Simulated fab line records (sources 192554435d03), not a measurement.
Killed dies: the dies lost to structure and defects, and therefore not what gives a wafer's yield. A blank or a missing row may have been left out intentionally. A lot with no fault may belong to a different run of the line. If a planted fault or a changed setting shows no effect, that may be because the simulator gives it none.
fab line records	flow n5-finfet
record: lots: 5	wafers: 15	last-day: 20
route steps=1938 shown BEOL_M9@1458 BEOL_M10@1470 PASSIVATION@1936
lots untouched by any fault: they come from a run of this same line in which no faults occurred
start-h: hours from the record's first day to the start of the lot's first wafer shown	wait-h: hours since the lot's step before	" the same as in the row above	L1.1+2: a single row standing in for several wafers	- no value, or no start given	* or withheld: withheld	< > ~ a bound
route shown NAME@n: names a module that has steps shown in the file, with the first one's number in the route	usual: mean and standard deviation over wafers with no fault	same: alike in all rows	chamber/n: place in a boat	sites: per-site readings	_std_site: standard deviation across them	_edge_site: mean of outer sites minus mean of inner sites	radius-mm: for every site, how far away it sits from the centre of the wafer	mask NAME#n: copy n	behind: tool/chamber where the wafer was last shaped	hold: cause of the lot's hold/its duration in hours/its outcome	device: which transistor (n, p or np) failed to switch	end of line: tests of these same wafers at the route's end	a step given without rows: its recipe and nothing more	killed: not the wafer's yield, but the dies lost to structure and defects at the first sort	map: a wafer's dies, marking killed ones x, the rest . and places with no die _
set.NAME: the setting that was run; set.NAME@STEP: the one run at that earlier step	model.NAME: the simulator's own value behind a step, which no gauge read
lots seen at some steps along the route; tables by step, rows by wafer
services: a tool's chamber out of use, with start hour (start-h, from the record's first day; less than 0 if before it), hours out, and reason
== steps ==
step: N5_BEOL_M9_ALD_74
recipe: material: TaN	target-thk-a: 20	temp-c: 275	ald-precursor-family: PDMAT	ald-co-reactant: NH3	pressure-torr: 3	carrier-flow-sccm: 1500	pulse-time-s: 2	purge-time-s: 3	co-reactant-purge-time-s: 2	co-reactant-pulse-time-s: 3	ald-cycles: 40	precursor-vessel-temp-c: 75	precursor-vessel-pressure-torr: 26.25	precursor-vessel-carrier-sccm: 1000
step: N5_BEOL_M9_SURFACE_TREAT_79
recipe: gas: Ar	time-s: *	ion-energy-ev: *	ion-current-ma-cm2: 0.5	pressure-mtorr: *	ar-flow-sccm: 30
usual: throttle-valve-pct: *
lot.wafer	tool	chamber	start-h	wait-h	throttle-valve-pct
L123.2	pvd-sputter-03	-	277.45	0.2	*
L123.4	"	-	"	"	*
L123.5	"	-	"	"	*
L130.1	pvd-sputter-03	-	326.83	0.2	*
L130.3	"	-	"	"	*
L130.4	"	-	"	"	*
L133.4	pvd-sputter-01	-	339.14	0.2	*
L133.5	"	-	"	"	*
L133.6	"	-	"	"	*
L145.3	pvd-sputter-01	-	420.47	0.2	*
L145.5	"	-	"	"	*
L145.6	"	-	"	"	*
L144.1	pvd-sputter-03	-	421.47	0.3	*
L144.5	"	-	"	"	*
L144.6	"	-	"	"	*
step: N5_BEOL_M9_CVD_78
recipe: material: Co	target-thk-a: 20	temp-c: withheld	precursor: CCTBA/H2	pressure-torr: 30	time-s: 138.9
step: N5_BEOL_M9_SPUTTER_48
recipe: material: Cu	target-thk-a: 120	temp-c: -20	bias-v: 60	power-w: 26000	chamber-pressure-pa: 0.13	time-s: 2
step: N5_BEOL_M9_ECD_50
recipe: material: Cu	target-thk-a: 3180
step: N5_BEOL_M9_ANNEAL_51
recipe: temp-c: 225	time-s: 90	ambient: N2
usual: wafer_temp_C_max: 225.92/0.23
lot.wafer	tool	chamber	start-h	wait-h	wafer_temp_C_max
L123.2	rtp-anneal-01	0	278.88	0.9	225.57
L123.4	"	0	"	"	225.62
L123.5	"	0	"	"	225.71
L130.1	rtp-anneal-01	0	327.37	0.2	226.13
L130.3	"	0	"	"	225.93
L130.4	"	0	"	"	226.13
L133.4	rtp-anneal-02	0	342.42	2.9	225.59
L133.5	"	0	"	"	225.94
L133.6	"	0	"	"	225.69
L145.3	rtp-anneal-02	0	421.15	0.1	225.75
L145.5	"	0	"	"	225.90
L145.6	"	0	"	"	225.57
L144.1	rtp-anneal-02	0	422.23	0.4	225.68
L144.5	"	0	"	"	225.90
L144.6	"	0	"	"	225.51
step: N5_BEOL_M9_CMP_52
recipe: stop-on: SiCOH_lowk	t-overpolish-s: 7	down-force-psi: 1	platen-rpm: 50	clearing-platen-down-force-psi: 1.5	clearing-platen-rpm: 50	post-cmp-clean: cu-alkaline	target-thk-nm: 140	clearing-platen-pad-velocity-m-s: 0.99484	pad-velocity-m-s: 0.99484
usual: barrier-field-endpoint-s: 28.8/0.85	motor-current-A: 6.3/0.43	overpolish-run-s: 6.999/0.0088	platen-rpm: 50.00/0.033	time-to-endpoint-s: 66/4.2
lot.wafer	tool	chamber	start-h	wait-h	barrier-field-endpoint-s	motor-current-A	overpolish-run-s	platen-rpm	time-to-endpoint-s
L123.2	cmp-01	1	279.14	0.2	28.2	6.7	7.003	50.00	64
L123.4	"	3	"	"	29.5	6.9	6.997	50.01	74
L123.5	"	1	"	"	29.7	6.6	7.015	49.94	67
L130.4	cmp-02	1	327.67	0.1	29.9	6.9	7.000	50.05	69
L130.1	"	2	"	"	28.6	6.2	6.999	50.01	64
L130.3	"	3	"	"	28.3	6.5	6.986	50.04	66
L133.4	cmp-04	1	342.58	0.1	27.3	6.2	6.992	50.01	57
L133.5	"	1	"	"	28.0	6.4	7.009	50.02	55
L133.6	"	2	"	"	28.1	5.9	7.007	50.03	63
L145.3	cmp-04	0	421.39	0.2	29.4	6.5	6.999	49.99	71
L145.5	"	3	"	"	29.0	6.4	6.984	50.05	69
L145.6	"	0	"	"	29.5	6.4	6.996	50.01	70
L144.1	cmp-01	1	422.53	0.3	28.8	6.6	7.005	50.02	68
L144.5	"	1	"	"	29.1	6.6	7.000	49.95	65
L144.6	"	2	"	"	29.6	5.3	6.996	50.02	69
step: N5_BEOL_M9_THK_MEAS_53
recipe: thk-meas-gauge: xrf	reads: Cu_of_BEOL_M9_ECD_50
usual: M9_THK: 145/3.9
lot.wafer	tool	chamber	start-h	wait-h	M9_THK[nm]
L123.2	film-metro-02	-	279.44	-	144
L123.4	"	-	"	"	155
L123.5	"	-	"	"	143
L130.1	film-metro-02	-	327.96	-	144
L130.3	"	-	"	"	142
L130.4	"	-	"	"	147
L133.4	film-metro-01	-	342.87	-	142
L133.5	"	-	"	"	142
L133.6	"	-	"	"	141
L145.3	film-metro-01	-	421.65	-	145
L145.5	"	-	"	"	144
L145.6	"	-	"	"	155
L144.1	film-metro-01	-	422.82	-	143
L144.5	"	-	"	"	140
L144.6	"	-	"	"	143
step: N5_BEOL_M9_PRE_CLEAN_55
recipe: gas: NH3	time-s: 15	temp-c: withheld	rf-power-w: 300
step: N5_BEOL_M9_DEP_56
recipe: material: SiCN	target-thk-a: 150	temp-c: withheld	precursor: 3MS/NH3	pressure-torr: 3	rf-w: 202	time-s: 26.5
usual: showerhead-plenum-p-Torr: 3.663/0.009	showerhead-vpp-V: 893/37	throttle-valve-pct: 9.0/0.55
lot.wafer	tool	chamber	start-h	wait-h	showerhead-plenum-p-Torr	showerhead-vpp-V	throttle-valve-pct
L123.2	pecvd-04	2	279.50	0.0	3.662	859	8.7
L123.4	"	1	"	"	3.674	842	9.9
L123.5	"	0	"	"	3.657	881	8.8
L130.1	pecvd-03	1	328.02	0.0	3.669	891	9.6
L130.3	"	0	"	"	3.662	879	9.2
L130.4	"	0	"	"	3.672	876	8.9
L133.4	pecvd-02	1	342.95	0.0	3.661	919	9.3
L133.5	"	2	"	"	3.657	831	8.5
L133.6	"	0	"	"	3.655	916	8.7
L145.3	pecvd-02	0	421.71	0.0	3.652	914	8.8
L145.5	"	1	"	"	3.676	933	9.5
L145.6	"	2	"	"	3.657	829	8.2
L144.1	pecvd-03	1	422.88	0.0	3.669	868	9.6
L144.5	"	1	"	"	3.669	887	9.7
L144.6	"	2	"	"	3.649	948	8.3
step: N5_BEOL_M9_RS_MEAS_57
recipe: thk-meas-gauge: four-point-probe	reads: Cu_of_BEOL_M9_ECD_50+Co_of_BEOL_M9_CVD_78+TaN_of_BEOL_M9_ALD_74
usual: M9_RS: 0.148/0.0043
lot.wafer	tool	chamber	start-h	wait-h	M9_RS[ohm/sq]
L123.2	film-metro-02	-	279.57	0.1	0.148
L123.4	"	-	"	"	0.136
L123.5	"	-	"	"	0.149
L130.1	film-metro-01	-	328.09	0.1	0.150
L130.3	"	-	"	"	0.153
L130.4	"	-	"	"	0.146
L133.4	film-metro-01	-	343.01	0.0	0.150
L133.5	"	-	"	"	0.151
L133.6	"	-	"	"	0.152
L145.3	film-metro-02	-	421.79	0.1	0.148
L145.5	"	-	"	"	0.149
L145.6	"	-	"	"	0.138
L144.1	film-metro-01	-	422.96	0.1	0.150
L144.5	"	-	"	"	0.152
L144.6	"	-	"	"	0.150
step: N5_BEOL_M9_INSPECT_58
recipe: inspect-instrument: darkfield	mode: post-dep
usual: raw-defect-count: 71/21
lot.wafer	tool	chamber	start-h	wait-h	raw-defect-count
L123.2	defect-inspect-02	-	279.60	0.0	82
L123.4	"	-	"	"	82
L123.5	"	-	"	"	75
L130.1	defect-inspect-02	-	328.12	0.0	51
L130.3	"	-	"	"	54
L130.4	"	-	"	"	53
L133.4	defect-inspect-01	-	343.04	0.0	74
L133.5	"	-	"	"	61
L133.6	"	-	"	"	97
L145.3	defect-inspect-02	-	421.81	0.0	77
L145.5	"	-	"	"	60
L145.6	"	-	"	"	56
L144.1	defect-inspect-01	-	422.98	0.0	90
L144.5	"	-	"	"	87
L144.6	"	-	"	"	52
step: N5_BEOL_M10_ILD_DEP_00
recipe: material: SiCOH_lowk	target-thk-a: 3085.1	temp-c: 300	precursor: DEMS/porogen	pressure-torr: 5	rf-w: 500	time-s: 58
usual: heater-power-w: 331/44	showerhead-plenum-p-Torr: 5.733/0.018	showerhead-vpp-V: 1390/45	susceptor-temp-C: 300.01/0.19	throttle-valve-pct: 13.9/0.8
lot.wafer	tool	chamber	start-h	wait-h	heater-power-w	showerhead-plenum-p-Torr	showerhead-vpp-V	susceptor-temp-C	throttle-valve-pct
L123.2	pecvd-02	0	279.63	0.0	319	5.723	1442	300.47	13.9
L123.4	"	1	"	"	353	5.759	1468	299.50	14.1
L123.5	"	0	"	"	241	5.744	1421	299.91	13.6
L130.1	pecvd-01	0	328.16	0.0	361	5.716	1363	300.19	14.7
L130.3	"	1	"	"	385	5.775	1431	299.98	14.5
L130.4	"	1	"	"	383	5.766	1419	299.90	14.1
L133.4	pecvd-01	0	343.10	0.1	292	5.711	1343	303.31	14.6
L133.5	"	2	"	"	369	5.724	1414	300.08	13.3
L133.6	"	1	"	"	360	5.748	1416	300.01	14.2
L145.3	pecvd-04	0	421.88	0.1	409	5.725	1420	299.73	13.6
L145.5	"	2	"	"	290	5.745	1357	300.01	12.9
L145.6	"	0	"	"	410	5.737	1394	300.19	13.7
L144.1	pecvd-04	0	423.02	0.0	357	5.719	1413	299.71	13.6
L144.5	"	2	"	"	320	5.726	1377	299.90	13.1
L144.6	"	0	"	"	383	5.719	1397	299.85	13.6
step: N5_BEOL_M10_CURE_71
recipe: temp-c: 385	time-s: 240	ambient: He/Ar	material: SiCOH_lowk
usual: lamp-power-pct: 52.31/0.049	wafer_temp_C_max: 387.2/0.74
lot.wafer	tool	chamber	start-h	wait-h	lamp-power-pct	wafer_temp_C_max
L123.2	uv-cure-03	0	279.79	0.1	52.27	387.1
L123.4	"	0	"	"	52.25	386.9
L123.5	"	0	"	"	52.30	386.7
L130.1	uv-cure-01	1	328.24	0.0	52.29	387.3
L130.3	"	1	"	"	52.29	387.3
L130.4	"	1	"	"	52.23	386.9
L133.4	uv-cure-01	2	343.39	0.3	52.37	388.3
L133.5	"	2	"	"	52.34	387.5
L133.6	"	2	"	"	52.34	388.3
L145.3	uv-cure-02	2	422.12	0.2	52.30	387.0
L145.5	"	2	"	"	52.37	387.4
L145.6	"	2	"	"	52.22	387.2
L144.1	uv-cure-01	0	423.13	0.1	52.35	387.2
L144.5	"	0	"	"	52.28	386.9
L144.6	"	0	"	"	52.33	386.8
step: N5_PASSIVATION_PROBE_49
usual: defect-limited-yield: 91.4/1.4	killed_at_M0_to_M3: 34/9.1	killed_at_M4_up: 14/5.2	killed-at-contacts: 12/6.4	killed-at-front-end: 38/11	killed-at-other: 3.7/2.8	killed-dies: 102/17	killed-open: 68/13	killed-short: 32/7.8	sort_bin_4_leakage: 0.05/0.3	sort_bin_5_function: 5.1/1	sort_bin_6_memory: 3.2/0.66	sort_bin_8_speed: 0.1/0.92	sort-n-pass: 1076/19	sort-yield-pct: 91.2/1.6
same: gross-dies: 1180	killed-at-back-side: 0
lot.wafer	tool	chamber	start-h	wait-h	defect-limited-yield[%]	killed_at_M0_to_M3	killed_at_M4_up	killed-at-contacts	killed-at-front-end	killed-at-other	killed-dies	killed-open	killed-short	sort_bin_4_leakage[%]	sort_bin_5_function[%]	sort_bin_6_memory[%]	sort_bin_8_speed[%]	sort-n-pass	sort-yield-pct[%]
L123.2	prober-01	-	335.55	0.1	90.6	38	10	8	55	0	111	69	41	0	5.6	3.6	0	1069	90.6
L123.4	prober-01	-	335.65	0.2	89.6	47	15	7	53	1	123	85	37	0	5.9	4.2	0	1057	89.6
L123.5	prober-01	-	335.70	0.2	91.4	24	13	5	59	1	102	63	39	0	5.8	2.4	0	1078	91.4
L130.1	prober-02	-	392.25	0.0	90.5	44	14	14	37	3	112	78	34	0	6.4	3.0	0	1068	90.5
L130.3	prober-02	-	392.35	0.1	90.7	42	17	22	27	2	110	84	25	0	5.3	4.0	0	1070	90.7
L130.4	prober-02	-	392.40	0.2	90.5	38	23	8	41	2	112	88	24	0.08	5.6	3.6	0	1067	90.4
killed by level:class
L123.2 BEOL_M2:geometric-particle:open=11 FIN_SAQP:geometric-particle:open=10 BEOL_M3:geometric-particle:open=10 DUMMY_GATE:geometric-particle:open=9 GATE_CUT:geometric-particle:short=9 FIN_SAQP:geometric-particle:short=7 BEOL_M0_SAQP:geometric-particle:short=7 STI_FIN_REVEAL:geometric-particle:open=5
L123.4 BEOL_M2:geometric-particle:open=14 BEOL_M3:geometric-particle:open=11 FIN_SAQP:geometric-particle:open=9 STI_FIN_REVEAL:geometric-particle:open=9 DUMMY_GATE:geometric-particle:open=8 BEOL_M4:geometric-particle:open=8 GATE_CUT:geometric-particle:short=7 MOL_CONTACT_COAG:geometric-particle:open=7
L123.5 FIN_SAQP:geometric-particle:open=16 BEOL_M0_SAQP:geometric-particle:short=8 STI_FIN_REVEAL:geometric-particle:open=8 BEOL_M2:geometric-particle:open=7 BEOL_M4:geometric-particle:open=7 GATE_CUT:geometric-particle:short=6 GATE_CUT:geometric-particle:open=5 BEOL_M0_SAQP:geometric-particle:open=5
L130.1 MOL_CONTACT_COAG:geometric-particle:open=13 BEOL_M2:geometric-particle:open=12 BEOL_M3:geometric-particle:open=11 FIN_SAQP:geometric-particle:open=7 BEOL_M0_SAQP:geometric-particle:short=7 BEOL_M5:geometric-particle:open=6 BEOL_M1:geometric-particle:open=5 FIN_SAQP:geometric-particle:short=4
L130.3 MOL_CONTACT_COAG:geometric-particle:open=19 BEOL_M3:geometric-particle:open=13 BEOL_M4:geometric-particle:open=12 BEOL_M2:geometric-particle:open=11 GATE_CUT:geometric-particle:short=7 BEOL_M1:geometric-particle:open=6 STI_FIN_REVEAL:geometric-particle:open=4 BEOL_M0_SAQP:geometric-particle:short=4
L130.4 FIN_SAQP:geometric-particle:open=13 BEOL_M2:geometric-particle:open=13 BEOL_M4:geometric-particle:open=13 BEOL_M3:geometric-particle:open=9 MOL_CONTACT_COAG:geometric-particle:open=7 BEOL_M1:geometric-particle:open=6 DUMMY_GATE:geometric-particle:open=5 SPACER0:geometric-particle:open=4
== services ==
tool	chamber	start-h	hours	kind
uv-cure-02	-	275.96	1.0	pm
cmp-02	-	278.14	6.8	pm
cmp-04	-	283.36	2.0	repair
cmp-01	-	286.09	2.0	repair
pecvd-02	0	297.53	2.1	scheduled-down
cmp-04	-	309.70	0.3	repair
pecvd-04	0	310.70	5.5	scheduled-down
cmp-02	-	316.58	2.1	repair
rtp-anneal-01	-	337.03	5.9	pm
uv-cure-01	-	347.44	2.0	repair
cmp-01	-	351.23	0.9	repair
pecvd-02	2	359.96	-	clean
pecvd-02	2	359.96	29.5	scheduled-down
pecvd-02	2	359.96	29.5	vent-cycle
pecvd-04	0	377.57	5.4	repair
cmp-01	-	385.15	1.7	repair
cmp-01	-	392.53	4.0	pm
pecvd-02	-	400.28	6.0	pm
pecvd-04	1	404.41	5.5	scheduled-down
uv-cure-02	-	412.22	7.5	pm
cmp-04	-	412.24	1.4	repair
pvd-sputter-03	-	423.06	8.9	repair
cmp-01	-	423.18	0.5	repair
cmp-04	-	423.55	1.4	repair
== key ==
first-sign: step: N5_BEOL_M10_ILD_DEP_00	reading: susceptor-temp-C	direction: up	sigmas: 17	usual: *	struck: *
effect none on later readings
met-at N5_BEOL_M10_ILD_DEP_00
struck-wafers L133.4
onset-between 328.16 343.10
fault: kind: process-parameter-drift	tool: pecvd-01	chamber: 0	onset-h: 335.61	steps: N5_BEOL_M10_ILD_DEP_00	channel: temp-c	offset: *	shape: step	end-h: 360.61	acts-in: *	stated: *
